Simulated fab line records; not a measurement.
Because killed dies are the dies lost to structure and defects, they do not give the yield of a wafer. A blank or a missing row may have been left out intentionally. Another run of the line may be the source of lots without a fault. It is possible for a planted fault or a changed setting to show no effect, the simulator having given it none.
Matching of chambers    flow nand-harc    NHARC_P_BONDPAD_ETCH_37 on rie-diel-05 has 4 sister chambers
The step etches the open film in N2/H2, target depth 60 nm, overetch 18 nm, time 65.91 s. 16 wafers are shown with their chamber, then 8 later ones without.

== WAFERS, EACH WITH ITS CHAMBER ==
wafer   chamber  drypump-motor-current-A (A)  rf-vpp-V (V)  oes-product-au (a.u.)
L076.2  1        5.4                          433.5         0.985
L076.3  3        6.4                          432.7         0.994
L076.4  0        5.3                          427.0         0.998
L075.3  2        5.2                          432.1         0.988
L075.5  3        6.4                          434.0         0.991
L075.6  0        5.2                          427.5         0.995
L077.4  3        6.4                          430.7         1.002
L077.5  2        5.3                          434.0         0.995
L077.6  1        5.4                          432.2         1.001
L081.2  2        5.2                          433.1         0.992
L081.3  3        6.4                          433.2         0.998
L081.5  3        6.4                          431.3         0.987
L083.2  3        6.4                          431.9         0.993
L083.4  2        5.2                          433.3         0.995
L083.5  0        5.2                          428.0         0.990
L091.3  0        5.2                          427.0         1.019

SIGNATURES, as means of the wafers listed above
reading                  chamber 0  chamber 1  chamber 2  chamber 3  scatter within a chamber
drypump-motor-current-A  5.225      5.400      5.225      6.400      0.0354
rf-vpp-V                 427.375    432.850    433.125    432.300    0.956
oes-product-au           1.00050    0.99300    0.99250    0.99417    0.00811
Rule: a wafer's distance from a chamber is the root of the sum, over the readings, of the square of ((its reading less the chamber's mean) divided by the reading's scatter). If the next closest chamber is less than 2 further off than the closest, the wafer can't be placed; otherwise it belongs to the closest. The scatter: take each reading less its chamber's mean, square it, sum over the shown wafers, divide by the number of wafers less the number of chambers, and take the root.

== WAFERS WITH NO CHAMBER GIVEN ==
wafer   drypump-motor-current-A (A)  rf-vpp-V (V)  oes-product-au (a.u.)
L091.4  6.4                          431.3         1.007
L091.6  5.5                          432.6         0.996
L094.1  5.5                          431.9         1.010
L094.2  6.4                          431.7         1.006
L094.4  5.2                          433.6         0.992
L096.2  5.5                          434.1         1.000
L096.3  5.2                          434.3         1.004
L096.5  5.2                          427.4         1.011

== EACH ONE'S CHAMBER ==
wafer   from the rows above  in truth
L091.4  3                    3
L091.6  1                    1
L094.1  1                    1
L094.2  3                    3
L094.4  2                    2
L096.2  1                    1
L096.3  2                    2
L096.5  0                    0
Correct placement for 8 of the 8. Not placeable from these rows: 0. Wrongly placed: 0.
